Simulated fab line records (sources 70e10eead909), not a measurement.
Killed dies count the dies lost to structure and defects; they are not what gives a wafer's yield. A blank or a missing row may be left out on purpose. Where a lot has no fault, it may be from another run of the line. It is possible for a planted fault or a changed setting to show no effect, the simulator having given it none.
Check of tool commonality :: flow nand harc :: 14 lots and 48 wafers in the sample

WHY IT WAS OPENED
Flagged at NHARC_A_CHANNEL_HOLE_D2_CD_MEAS_10: reading cd nm, on 2 of 14 lots. Wafers without a fault read 100.0 nm, standard deviation 0.54.
Rule: a lot gets a flag if all its wafers with a number sit over 4 standard deviations from that mean, or if no wafer of it has a number. As for the other lots, they are considered sound.

lot: L278
measured: day 13 13:34
on: cd sem-02
cd nm (nm), wafer by wafer: 99.8 99.6 99.4
flag: 

lot: L279
measured: day 13 13:47
on: cd sem-01
cd nm (nm), wafer by wafer: 99.4 100.2 100.1
flag: 

lot: L281
measured: day 14 09:33
on: cd sem-01
cd nm (nm), wafer by wafer: 100.7 100.6 100.6
flag: 

lot: L280
measured: day 14 10:56
on: cd sem-01
cd nm (nm), wafer by wafer: 99.9 100.9 100.1
flag: 

lot: L282
measured: day 15 07:47
on: cd sem-03
cd nm (nm), wafer by wafer: 99.4 99.0 99.6
flag: 

lot: L283
measured: day 15 10:50
on: cd sem-01
cd nm (nm), wafer by wafer: 100.3 99.7 100.2
flag: 

lot: L285
measured: day 17 06:43
on: cd sem-03
cd nm (nm), wafer by wafer: 109.9 109.9 109.8 110.1 110.0 110.0
flag: FLAGGED

lot: L287
measured: day 17 21:52
on: cd sem-02
cd nm (nm), wafer by wafer: 109.8 109.8 109.5 109.6 109.9 109.5
flag: FLAGGED

lot: L295
measured: day 20 05:34
on: cd sem-02
cd nm (nm), wafer by wafer: 99.6 98.9 98.8
flag: 

lot: L294
measured: day 20 06:01
on: cd sem-02
cd nm (nm), wafer by wafer: 100.0 99.7 100.1
flag: 

lot: L296
measured: day 21 10:16
on: cd sem-01
cd nm (nm), wafer by wafer: 99.8 99.3 99.5
flag: 

lot: L298
measured: day 22 02:08
on: cd sem-01
cd nm (nm), wafer by wafer: 100.1 100.4 100.8
flag: 

lot: L300
measured: day 22 15:02
on: cd sem-03
cd nm (nm), wafer by wafer: 100.2 99.6 100.2
flag: 

lot: L299
measured: day 22 16:25
on: cd sem-01
cd nm (nm), wafer by wafer: 100.2 100.5 100.7
flag: 
On average the flagged lots' numbers are 109.8 nm, which is +9.8 nm against the usual, or +18 standard deviations.

TOOL THAT RAN EACH LOT
Before the reading, the record contains 2 process steps out of a 1302-step route. Cell contents, in order: the tool; ch with the chambers the sampled wafers went through; the start.
lot: L278
flag: 
NHARC_A_DECK1_JOINT_DEP_16: pecvd-03 ch 1,2, day 12 19:34
NHARC_A_CHANNEL_HOLE_D2_PEB_08: litho track-01 ch 0, day 13 13:29

lot: L279
flag: 
NHARC_A_DECK1_JOINT_DEP_16: pecvd-02 ch 0,1, day 12 19:35
NHARC_A_CHANNEL_HOLE_D2_PEB_08: litho track-06 ch 0, day 13 13:42

lot: L281
flag: 
NHARC_A_DECK1_JOINT_DEP_16: pecvd-04 ch 0,1,2, day 13 16:43
NHARC_A_CHANNEL_HOLE_D2_PEB_08: litho track-06 ch 0, day 14 09:28

lot: L280
flag: 
NHARC_A_DECK1_JOINT_DEP_16: pecvd-03 ch 0,2, day 13 16:44
NHARC_A_CHANNEL_HOLE_D2_PEB_08: litho track-06 ch 0, day 14 10:52

lot: L282
flag: 
NHARC_A_DECK1_JOINT_DEP_16: pecvd-02 ch 0,1,2, day 14 12:42
NHARC_A_CHANNEL_HOLE_D2_PEB_08: litho track-01 ch 0, day 15 07:42

lot: L283
flag: 
NHARC_A_DECK1_JOINT_DEP_16: pecvd-02 ch 0,1,2, day 14 18:14
NHARC_A_CHANNEL_HOLE_D2_PEB_08: litho track-06 ch 0, day 15 10:44

lot: L285
flag: FLAGGED
NHARC_A_DECK1_JOINT_DEP_16: pecvd-02 ch 1,2, day 16 00:21
NHARC_A_CHANNEL_HOLE_D2_PEB_08: litho track-06 ch 0, day 17 06:38

lot: L287
flag: FLAGGED
NHARC_A_DECK1_JOINT_DEP_16: pecvd-04 ch 0,1,2, day 16 16:49
NHARC_A_CHANNEL_HOLE_D2_PEB_08: litho track-06 ch 0, day 17 21:47

lot: L295
flag: 
NHARC_A_DECK1_JOINT_DEP_16: pecvd-03 ch 0,2, day 19 13:10
NHARC_A_CHANNEL_HOLE_D2_PEB_08: litho track-04 ch 0, day 20 05:29

lot: L294
flag: 
NHARC_A_DECK1_JOINT_DEP_16: pecvd-02 ch 0,1, day 19 13:14
NHARC_A_CHANNEL_HOLE_D2_PEB_08: litho track-04 ch 0, day 20 05:56

lot: L296
flag: 
NHARC_A_DECK1_JOINT_DEP_16: pecvd-02 ch 0,1,2, day 20 17:51
NHARC_A_CHANNEL_HOLE_D2_PEB_08: litho track-04 ch 0, day 21 10:10

lot: L298
flag: 
NHARC_A_DECK1_JOINT_DEP_16: pecvd-03 ch 0,1,2, day 21 08:47
NHARC_A_CHANNEL_HOLE_D2_PEB_08: litho track-06 ch 0, day 22 02:03

lot: L300
flag: 
NHARC_A_DECK1_JOINT_DEP_16: pecvd-02 ch 0,1, day 21 22:27
NHARC_A_CHANNEL_HOLE_D2_PEB_08: litho track-06 ch 0, day 22 14:57

lot: L299
flag: 
NHARC_A_DECK1_JOINT_DEP_16: pecvd-03 ch 1,2, day 21 22:29
NHARC_A_CHANNEL_HOLE_D2_PEB_08: litho track-06 ch 0, day 22 16:20
What these steps do:
- NHARC_A_DECK1_JOINT_DEP_16: deposits SiO2, target thk 45 nm.
- NHARC_A_CHANNEL_HOLE_D2_PEB_08: peb time 65 s.
- NHARC_A_CHANNEL_HOLE_D2_CD_MEAS_10: target cd 100 nm.

FLAGGED OVER TOTAL, TOOL BY TOOL (the gauges that took the reading come last)
step: NHARC_A_DECK1_JOINT_DEP_16
tool: pecvd-02
lots run: 7
flagged: 1
share of the flagged lots: some
sound lots run after its first flagged lot: 3 (L294,L296,L300)

step: NHARC_A_DECK1_JOINT_DEP_16
tool: pecvd-03
lots run: 5
flagged: 0
share of the flagged lots: none
sound lots run after its first flagged lot: -

step: NHARC_A_DECK1_JOINT_DEP_16
tool: pecvd-04
lots run: 2
flagged: 1
share of the flagged lots: some
sound lots run after its first flagged lot: 0

step: NHARC_A_CHANNEL_HOLE_D2_PEB_08
tool: litho track-01
lots run: 2
flagged: 0
share of the flagged lots: none
sound lots run after its first flagged lot: -

step: NHARC_A_CHANNEL_HOLE_D2_PEB_08
tool: litho track-04
lots run: 3
flagged: 0
share of the flagged lots: none
sound lots run after its first flagged lot: -

step: NHARC_A_CHANNEL_HOLE_D2_PEB_08
tool: litho track-06
lots run: 9
flagged: 2
share of the flagged lots: all
sound lots run after its first flagged lot: 3 (L298,L300,L299)

step: NHARC_A_CHANNEL_HOLE_D2_CD_MEAS_10
tool: cd sem-01
lots run: 7
flagged: 0
share of the flagged lots: none
sound lots run after its first flagged lot: -

step: NHARC_A_CHANNEL_HOLE_D2_CD_MEAS_10
tool: cd sem-02
lots run: 4
flagged: 1
share of the flagged lots: some
sound lots run after its first flagged lot: 2 (L295,L294)

step: NHARC_A_CHANNEL_HOLE_D2_CD_MEAS_10
tool: cd sem-03
lots run: 3
flagged: 1
share of the flagged lots: some
sound lots run after its first flagged lot: 1 (L300)

THE TABLE: WHAT IT ALLOWS
All flagged lots share 1 row of the table, namely litho track-06 at NHARC_A_CHANNEL_HOLE_D2_PEB_08.
- litho track-06 at NHARC_A_CHANNEL_HOLE_D2_PEB_08: 2 of its 9 lots flagged. Sound lots ran on it after the first flagged one (L298, L300, L299), which a lasting fault on the whole tool wouldn't allow. Its own readings (heater power total W, plate temp C) fall more than 4 standard deviations out on all wafers of the flagged lots.
Not one row of the table ran every flagged lot while running no sound lot after the first.

WHAT THE SIMULATOR HAD PUT IN
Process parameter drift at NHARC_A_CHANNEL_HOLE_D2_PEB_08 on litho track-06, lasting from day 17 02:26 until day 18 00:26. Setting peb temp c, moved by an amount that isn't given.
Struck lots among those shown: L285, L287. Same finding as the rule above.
